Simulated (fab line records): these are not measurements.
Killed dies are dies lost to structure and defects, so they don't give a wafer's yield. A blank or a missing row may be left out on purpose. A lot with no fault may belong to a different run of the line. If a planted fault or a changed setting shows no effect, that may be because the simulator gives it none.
Chamber matching || flow nand_harc || NHARC_A_STAIRCASE_ETCH_253 on rie_diel-09: 4 sister chambers
The step etches the open film in C4F8/O2, target depth 50 nm, time 20.2 s. 20 wafers are shown with their chamber, then 10 later ones without.

## WAFERS PAIRED WITH THEIR CHAMBERS
{"wafer": "L077.2", "chamber": 0, "rf_vpp_V (V)": 898, "rf_fwd_power_W (W)": 584.3, "oes_product_au (a.u.)": 0.954}
{"wafer": "L077.3", "chamber": 2, "rf_vpp_V (V)": 889, "rf_fwd_power_W (W)": 590.3, "oes_product_au (a.u.)": 0.980}
{"wafer": "L077.5", "chamber": 2, "rf_vpp_V (V)": 890, "rf_fwd_power_W (W)": 589.1, "oes_product_au (a.u.)": 0.982}
{"wafer": "L078.1", "chamber": 3, "rf_vpp_V (V)": 891, "rf_fwd_power_W (W)": 584.6, "oes_product_au (a.u.)": 0.962}
{"wafer": "L078.5", "chamber": 0, "rf_vpp_V (V)": 897, "rf_fwd_power_W (W)": 586.2, "oes_product_au (a.u.)": 0.956}
{"wafer": "L078.6", "chamber": 1, "rf_vpp_V (V)": 891, "rf_fwd_power_W (W)": 590.6, "oes_product_au (a.u.)": 0.971}
{"wafer": "L083.1", "chamber": 3, "rf_vpp_V (V)": 890, "rf_fwd_power_W (W)": 583.9, "oes_product_au (a.u.)": 0.951}
{"wafer": "L083.2", "chamber": 1, "rf_vpp_V (V)": 889, "rf_fwd_power_W (W)": 588.6, "oes_product_au (a.u.)": 0.941}
{"wafer": "L083.5", "chamber": 3, "rf_vpp_V (V)": 887, "rf_fwd_power_W (W)": 580.0, "oes_product_au (a.u.)": 0.947}
{"wafer": "L084.2", "chamber": 2, "rf_vpp_V (V)": 889, "rf_fwd_power_W (W)": 587.0, "oes_product_au (a.u.)": 0.937}
{"wafer": "L084.3", "chamber": 0, "rf_vpp_V (V)": 896, "rf_fwd_power_W (W)": 587.0, "oes_product_au (a.u.)": 0.948}
{"wafer": "L084.5", "chamber": 3, "rf_vpp_V (V)": 889, "rf_fwd_power_W (W)": 586.9, "oes_product_au (a.u.)": 0.959}
{"wafer": "L086.1", "chamber": 1, "rf_vpp_V (V)": 891, "rf_fwd_power_W (W)": 591.3, "oes_product_au (a.u.)": 0.960}
{"wafer": "L086.3", "chamber": 3, "rf_vpp_V (V)": 889, "rf_fwd_power_W (W)": 582.2, "oes_product_au (a.u.)": 0.966}
{"wafer": "L086.6", "chamber": 0, "rf_vpp_V (V)": 896, "rf_fwd_power_W (W)": 586.0, "oes_product_au (a.u.)": 0.953}
{"wafer": "L085.1", "chamber": 2, "rf_vpp_V (V)": 891, "rf_fwd_power_W (W)": 589.8, "oes_product_au (a.u.)": 0.937}
{"wafer": "L085.5", "chamber": 1, "rf_vpp_V (V)": 890, "rf_fwd_power_W (W)": 590.5, "oes_product_au (a.u.)": 0.953}
{"wafer": "L085.6", "chamber": 0, "rf_vpp_V (V)": 897, "rf_fwd_power_W (W)": 586.2, "oes_product_au (a.u.)": 0.935}
{"wafer": "L092.1", "chamber": 2, "rf_vpp_V (V)": 888, "rf_fwd_power_W (W)": 586.3, "oes_product_au (a.u.)": 0.960}
{"wafer": "L092.2", "chamber": 1, "rf_vpp_V (V)": 892, "rf_fwd_power_W (W)": 589.1, "oes_product_au (a.u.)": 0.968}

SIGNATURES (means of the wafers above)
{"reading": "rf_vpp_V", "chamber 0": 896.80, "chamber 1": 890.60, "chamber 2": 889.40, "chamber 3": 889.20, "scatter within a chamber": 1.17}
{"reading": "rf_fwd_power_W", "chamber 0": 585.940, "chamber 1": 590.020, "chamber 2": 588.500, "chamber 3": 583.520, "scatter within a chamber": 1.74}
{"reading": "oes_product_au", "chamber 0": 0.94920, "chamber 1": 0.95860, "chamber 2": 0.95920, "chamber 3": 0.95700, "scatter within a chamber": 0.0138}
Rule: for a wafer and a chamber, the distance is found by dividing, reading by reading, the gap between the wafer's reading and the chamber's mean by the reading's scatter, squaring, summing and taking the root. The wafer belongs to the nearest chamber; if the next one is less than 2 further off, it can't be placed. The scatter: the root of (the sum of the squares of (reading less its chamber's mean) over the shown wafers, divided by (wafers less chambers)).

## WAFERS WHOSE CHAMBER IS MISSING
{"wafer": "L092.4", "rf_vpp_V (V)": 899, "rf_fwd_power_W (W)": 584.7, "oes_product_au (a.u.)": 0.970}
{"wafer": "L094.1", "rf_vpp_V (V)": 891, "rf_fwd_power_W (W)": 593.0, "oes_product_au (a.u.)": 0.934}
{"wafer": "L094.3", "rf_vpp_V (V)": 897, "rf_fwd_power_W (W)": 585.7, "oes_product_au (a.u.)": 0.930}
{"wafer": "L094.4", "rf_vpp_V (V)": 889, "rf_fwd_power_W (W)": 590.3, "oes_product_au (a.u.)": 0.920}
{"wafer": "L093.1", "rf_vpp_V (V)": 887, "rf_fwd_power_W (W)": 588.0, "oes_product_au (a.u.)": 0.919}
{"wafer": "L093.3", "rf_vpp_V (V)": 891, "rf_fwd_power_W (W)": 585.8, "oes_product_au (a.u.)": 0.924}
{"wafer": "L093.4", "rf_vpp_V (V)": 888, "rf_fwd_power_W (W)": 586.9, "oes_product_au (a.u.)": 0.922}
{"wafer": "L095.1", "rf_vpp_V (V)": 895, "rf_fwd_power_W (W)": 581.1, "oes_product_au (a.u.)": 0.963}
{"wafer": "L095.2", "rf_vpp_V (V)": 889, "rf_fwd_power_W (W)": 582.1, "oes_product_au (a.u.)": 0.972}
{"wafer": "L095.3", "rf_vpp_V (V)": 889, "rf_fwd_power_W (W)": 589.8, "oes_product_au (a.u.)": 0.986}

## CHAMBER TAKEN BY EACH
{"wafer": "L092.4", "from the rows above": 0, "in truth": 0}
{"wafer": "L094.1", "from the rows above": "can't be placed: 1 or 2", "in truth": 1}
{"wafer": "L094.3", "from the rows above": 0, "in truth": 0}
{"wafer": "L094.4", "from the rows above": "can't be placed: 2 or 1 or 3", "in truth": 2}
{"wafer": "L093.1", "from the rows above": "can't be placed: 2 or 3 or 1", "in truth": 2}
{"wafer": "L093.3", "from the rows above": "can't be placed: 3 or 2 or 1", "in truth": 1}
{"wafer": "L093.4", "from the rows above": "can't be placed: 2 or 3 or 1", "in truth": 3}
{"wafer": "L095.1", "from the rows above": "can't be placed: 0 or 3", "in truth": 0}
{"wafer": "L095.2", "from the rows above": 3, "in truth": 3}
{"wafer": "L095.3", "from the rows above": "can't be placed: 2 or 1", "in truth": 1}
3 of 10 placed correctly. Can't be placed from these rows: 7 (the true chamber is among the candidates in 7). 0 placed wrongly.
